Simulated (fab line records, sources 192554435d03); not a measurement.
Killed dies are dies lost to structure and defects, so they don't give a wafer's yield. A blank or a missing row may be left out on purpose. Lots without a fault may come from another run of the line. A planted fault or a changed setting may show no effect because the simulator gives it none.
Chamber matching | flow n5_finfet | N5_MOL_CONTACT_COAG_VIA_ETCH_46 on rie_diel-06: 4 sister chambers
The step etches SiO2 in C4F6/O2, target depth 46 nm, overetch 9.2 nm, time 40 s. 20 wafers are shown with their chamber, then 10 later ones without.

WAFERS WITH THEIR CHAMBER
wafer  | chamber | throttle_valve_pct (%) | rf_vpp_V (V) | showerhead_plenum_p_Torr (Torr)
L075.3 | 1       | 40.8                   | 1573         | 2.92
L075.4 | 2       | 40.8                   | 1544         | 2.87
L075.6 | 2       | 40.9                   | 1543         | 2.87
L078.1 | 0       | 41.9                   | 1541         | 2.82
L078.3 | 1       | 40.8                   | 1573         | 2.92
L078.6 | 2       | 40.9                   | 1545         | 2.87
L079.1 | 0       | 41.9                   | 1540         | 2.82
L079.3 | 2       | 40.9                   | 1543         | 2.87
L079.5 | 2       | 40.9                   | 1544         | 2.87
L080.1 | 2       | 40.9                   | 1542         | 2.87
L080.2 | 1       | 40.8                   | 1571         | 2.92
L080.4 | 3       | 41.6                   | 1607         | 2.90
L081.2 | 3       | 41.6                   | 1606         | 2.90
L081.5 | 3       | 41.6                   | 1606         | 2.90
L081.6 | 0       | 41.9                   | 1541         | 2.82
L085.2 | 3       | 41.6                   | 1607         | 2.89
L085.4 | 0       | 41.9                   | 1542         | 2.82
L085.5 | 3       | 41.6                   | 1607         | 2.89
L086.2 | 1       | 40.8                   | 1572         | 2.91
L086.3 | 2       | 40.9                   | 1543         | 2.86

SIGNATURES (means of the wafers above)
reading                  | chamber 0 | chamber 1 | chamber 2 | chamber 3 | scatter within a chamber
throttle_valve_pct       | 41.900    | 40.800    | 40.886    | 41.600    | 0.0231
rf_vpp_V                 | 1541.00   | 1572.25   | 1543.43   | 1606.60   | 0.854
showerhead_plenum_p_Torr | 2.8200    | 2.9175    | 2.8686    | 2.8960    | 0.00419
Rule: a wafer's distance from a chamber is the root of the sum, over the readings, of the square of ((its reading less the chamber's mean) divided by the reading's scatter). The wafer belongs to the nearest chamber; if the next one is less than 2 further off, it can't be placed. The scatter: the root of (the sum of the squares of (reading less its chamber's mean) over the shown wafers, divided by (wafers less chambers)).

WAFERS WITHOUT THEIR CHAMBER
wafer  | throttle_valve_pct (%) | rf_vpp_V (V) | showerhead_plenum_p_Torr (Torr)
L086.5 | 40.9                   | 1543         | 2.86
L087.3 | 40.9                   | 1543         | 2.86
L087.4 | 40.8                   | 1572         | 2.91
L087.5 | 40.9                   | 1545         | 2.86
L089.1 | 40.9                   | 1542         | 2.86
L089.5 | 41.9                   | 1541         | 2.81
L089.6 | 41.6                   | 1605         | 2.89
L096.2 | 40.8                   | 1572         | 2.90
L096.4 | 40.9                   | 1544         | 2.85
L096.5 | 40.8                   | 1571         | 2.90

WHICH CHAMBER EACH WENT THROUGH
wafer  | from the rows above | in truth
L086.5 | 2                   | 2
L087.3 | 2                   | 2
L087.4 | 1                   | 1
L087.5 | 2                   | 2
L089.1 | 2                   | 2
L089.5 | 0                   | 0
L089.6 | 3                   | 3
L096.2 | 1                   | 1
L096.4 | 2                   | 2
L096.5 | 1                   | 1
Placed correctly: 10 of 10. Can't be placed from these rows: 0. Placed wrongly: 0.
